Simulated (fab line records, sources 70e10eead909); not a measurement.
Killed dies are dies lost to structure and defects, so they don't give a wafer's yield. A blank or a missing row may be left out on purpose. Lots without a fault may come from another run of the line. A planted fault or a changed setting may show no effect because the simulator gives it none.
A struck lot beside a sound one | flow nand_harc | 13 steps out of a route of 1302
Sound: wafers L967.1, L967.4, L967.6. Struck: wafers L981.2, L981.3, L981.5. The cause comes at the end.
At each step with rows: each side's tool, then ch and its chambers, then its first start. Under that, the readings that differ: sound wafers | struck wafers | difference of the means | sigmas: that difference in standard deviations of wafers without a fault.
alike: readings whose means differ by less than 2 such deviations, and words and numbers that are the same on both sides. not compared: withheld readings, readings that some wafer has no value for, bounds like >300 that may hide the same value, and numbers for which the record gives no deviation and whose values overlap.
The two part at a step that has a row with sigmas, a row that says differs or no value, or rows on one side only. Numbers that don't overlap but have no deviation are shown without sigmas and don't part them. A reading that every wafer of one side lacks parts them only if that side has two wafers or more.

NHARC_A_CHANNEL_FILL_D1_THK_MEAS_06: measures by ellipsometry.
  sound on film_metro-01, day 11 02:37; struck on film_metro-01, day 17 02:35
  alike: thk_nm
NHARC_A_CHANNEL_FILL_D1_ALD_25: deposits SiOx, target thk 60 nm, pulse time 10 s, ald cycles 600.
  sound on ald_hk-03 ch 0,1,3, day 11 04:52; struck on ald_hk-03 ch 0,2,3, day 17 02:38
  alike: heater_power_w, precursor_pulse_height_rel
  not compared: since_wet_clean_h
NHARC_A_CHANNEL_FILL_D1_ETCHBACK_08: etches the open film in C4F8, target depth 220 nm, time 110 s.
  sound on rie_diel-12 ch 1,2; struck on rie_diel-06 ch 0,1,2
  alike: oes_product_au, rf_vpp_V
  not compared: rf_hours_counter_h
NHARC_A_CHANNEL_FILL_D1_STRIP_29: strips in O2, time 20 s.
  sound on rie_diel-12 ch 0,1; struck on rie_diel-06 ch 0,2,3
  alike: drypump_motor_current_A, oes_product_au, rf_vpp_V, showerhead_plenum_p_Torr, throttle_valve_pct
  not compared: rf_hours_counter_h
then, 3 steps without rows for these wafers: NHARC_A_CHANNEL_FILL_D1_PRECLEAN_30 (cleans in dHF, time 30 s); NHARC_A_CHANNEL_FILL_D1_SRD_31; NHARC_A_CHANNEL_FILL_D1_CVD_09 (deposits poly-Si, target thk 150 nm, time 3000 s).
NHARC_A_CHANNEL_FILL_D1_CMP_10: polishes, target thk 150 nm.
  sound on cmp-03 ch 1,2,3, day 11 15:46; struck on cmp-03 ch 1,2, day 17 17:49
  alike: edge_zone_pressure_frac, motor_current_A, time_to_endpoint_s
then, 1 step without rows for these wafers: NHARC_A_CHANNEL_FILL_D1_SRD_12.
NHARC_A_CHANNEL_FILL_D1_INSPECT_13:
  sound on defect_inspect-02, day 11 16:10; struck on defect_inspect-01, day 17 18:13
  reading          | sound       | struck      | difference | sigmas
  raw_defect_count | 538 895 351 | 208 223 340 | -338       | -2
NHARC_A_DECK1_JOINT_ETCHBACK_07: etches the open film in HBr, target depth 105 nm, time 26.9 s.
  sound on rie_si-02 ch 0,2,3, day 11 16:14; struck on rie_si-02 ch 1,2,3, day 17 18:17
  reading               | sound             | struck            | difference | sigmas
  oes_product_au (a.u.) | 1.013 1.003 0.994 | 1.405 1.396 1.408 | +0.400     | +42
  alike: drypump_motor_current_A, throttle_valve_pct
  not compared: rf_hours_counter_h
then, 1 step without rows for these wafers: NHARC_A_DECK1_JOINT_ETCH_25 (etches SiO2 in dHF, target depth 0.5 nm).
-- the record jumps here: 13 days lie between the struck wafers' starts before and after (it left off in module A_DECK1_JOINT and takes up again in module END, whose first step shown is number 1302 of the route) --
NHARC_END_SORT_01:
  the record has rows for the struck wafers here (prober-02 ch 0, day 30 10:27) and none for the sound ones

WHERE THEY PART
First at NHARC_A_CHANNEL_FILL_D1_INSPECT_13; last, within this record, at NHARC_END_SORT_01.

WHY: what the simulator had put in
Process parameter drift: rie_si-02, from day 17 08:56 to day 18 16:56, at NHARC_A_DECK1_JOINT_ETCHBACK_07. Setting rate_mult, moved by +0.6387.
